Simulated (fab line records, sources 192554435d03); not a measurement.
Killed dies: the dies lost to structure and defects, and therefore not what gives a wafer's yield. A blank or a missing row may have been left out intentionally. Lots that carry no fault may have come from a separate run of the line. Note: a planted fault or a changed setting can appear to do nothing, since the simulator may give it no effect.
Split-lot experiment | flow n5_finfet | 21 wafers read from 7 lots, route of 1938 steps

## THE SPLIT ITSELF
At N5_BEOL_M2_COAT_22 (resist thk 30 nm), the setting spin_rpm was moved away from the recipe's 1500 rpm on 6 of the 21 wafers read, by -9.5% to +9.6%. This setting was run at the recipe's value on the other wafers.

## FROM THE SPLIT TO THE READING: what the file shows between them, 4 steps
- N5_BEOL_M2_EXPOSE_25: exposes mask V1, defocus 5 nm (also split here: dose_mj)
- N5_BEOL_M2_PEB_26: peb time 60 s
- N5_BEOL_M2_DEVELOP_27: develop time 30 s
- N5_BEOL_M2_CD_MEAS_28: target cd 26.2 nm, target cd y 24.1 nm

## THE READING
CAR-EUV_of_BEOL_M2_COAT_22.thk_nm (the simulator's own value, which no gauge read), in nm, at N5_BEOL_M2_DESCUM_33 (chemistry O2, time 7 s). The file does not state a usual value for it. Here, 15 wafers ran the recipe; their average is 26.0 nm with a standard deviation of 0.068 nm.

wafer  | tool, chamber at the split | spin_rpm as run, rpm | against the recipe | CAR-EUV_of_BEOL_M2_COAT_22.thk_nm, nm | against lot-mates on the recipe
L078.1 | litho_track-05, 0          | 1500                 | recipe             | 26                                    | -
L078.3 | litho_track-05, 0          | 1644                 | +9.6%              | 24.8                                  | -1.2
L078.4 | litho_track-05, 0          | 1644                 | +9.6%              | 24.6                                  | -1.4
L079.2 | litho_track-02, 0          | 1500                 | recipe             | 26                                    | -
L079.5 | litho_track-02, 0          | 1500                 | recipe             | 26                                    | -
L079.6 | litho_track-02, 0          | 1358                 | -9.5%              | 27.6                                  | +1.6
L081.3 | litho_track-02, 0          | 1500                 | recipe             | 26                                    | -
L081.5 | litho_track-02, 0          | 1500                 | recipe             | 26                                    | -
L081.6 | litho_track-02, 0          | 1500                 | recipe             | 26                                    | -
L083.3 | litho_track-05, 0          | 1553                 | +3.5%              | 25.8                                  | -0.4
L083.4 | litho_track-05, 0          | 1500                 | recipe             | 26.2                                  | -
L083.5 | litho_track-05, 0          | 1500                 | recipe             | 26.2                                  | -
L085.3 | litho_track-05, 0          | 1500                 | recipe             | 26                                    | -
L085.4 | litho_track-05, 0          | 1500                 | recipe             | 26                                    | -
L085.5 | litho_track-05, 0          | 1500                 | recipe             | 26                                    | -
L090.1 | litho_track-05, 0          | 1500                 | recipe             | 26                                    | -
L090.3 | litho_track-05, 0          | 1500                 | recipe             | 26                                    | -
L090.4 | litho_track-05, 0          | 1500                 | recipe             | 26                                    | -
L095.4 | litho_track-02, 0          | 1500                 | recipe             | 26                                    | -
L095.5 | litho_track-02, 0          | 1386                 | -7.6%              | 27.2                                  | +1.2
L095.6 | litho_track-02, 0          | 1386                 | -7.6%              | 27.2                                  | +1.2

FIT RESULTS
A straight line over all 21 wafers: CAR-EUV_of_BEOL_M2_COAT_22.thk_nm changes by -0.147 nm for each +1% of spin_rpm; r = -0.99; the points scatter about the line by 0.1 nm.
The same after taking each lot's own level away (the mean of its wafers on the recipe; 21 wafers): -0.149 nm for each +1%; r = -0.99; scatter 0.069 nm.
According to that fit, moving spin_rpm by its largest amount changes the reading by 1.4 nm.
Across the lots, their own levels run from 26.00 to 26.20 nm, a range of 2.9 times the standard deviation given above.
Hence the lot-to-lot level has little effect on the slope; both slopes agree.
Check: for one of the wafers moved furthest among these (+9.6%), held out of the fit, the line's prediction against its lot-mates is -1.47 nm. Against them it came out at -1.2 nm.

## THESE WAFERS: OTHER SPLITS
Before the reading, these wafers also passed through other splits. Each is held against what the fit with the lots' levels taken away leaves over:
other split on the same wafers            | wafers away from the commonest value | r with CAR-EUV_of_BEOL_M2_COAT_22.thk_nm (lot level and that fit taken away)
N5_MOL_CONTACT_COAG_EXPOSE_05 dose_mj     | 11                                   | +0.20
N5_MOL_CONTACT_COAG_VIA_ETCH_117 bias_w   | 10                                   | -0.04
N5_BEOL_M0_SAQP_SPACER1_ALD_98 ald_cycles | 3                                    | +0.00
N5_BEOL_M0_ETCH_128 source_w              | 9                                    | +0.20
N5_BEOL_M1_VIA_ETCH_34 time_s             | 4                                    | -0.19
N5_BEOL_M1_TRENCH_ETCH_37 source_w        | 5                                    | -0.20
N5_BEOL_M2_EXPOSE_25 dose_mj              | 10                                   | +0.04

## THE WHOLE CHAIN: every reading that the file lists as answering this split, in the file's order
step                 | what it does           | reading                                                                            | change (the file's fit)               | r (the file's)
N5_BEOL_M2_COAT_22   | resist thk 30 nm       | CAR-EUV_of_BEOL_M2_COAT_22.thk_nm (the simulator's own value, which no gauge read) | -0.157 nm for each +1% of the setting | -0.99
N5_BEOL_M2_DESCUM_33 | chemistry O2, time 7 s | CAR-EUV_of_BEOL_M2_COAT_22.thk_nm (the simulator's own value, which no gauge read) | -0.151 nm for each +1% of the setting | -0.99

## FILE'S OWN FIT
CAR-EUV_of_BEOL_M2_COAT_22.thk_nm changes by -0.151 nm for each +1% of spin_rpm, r = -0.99.
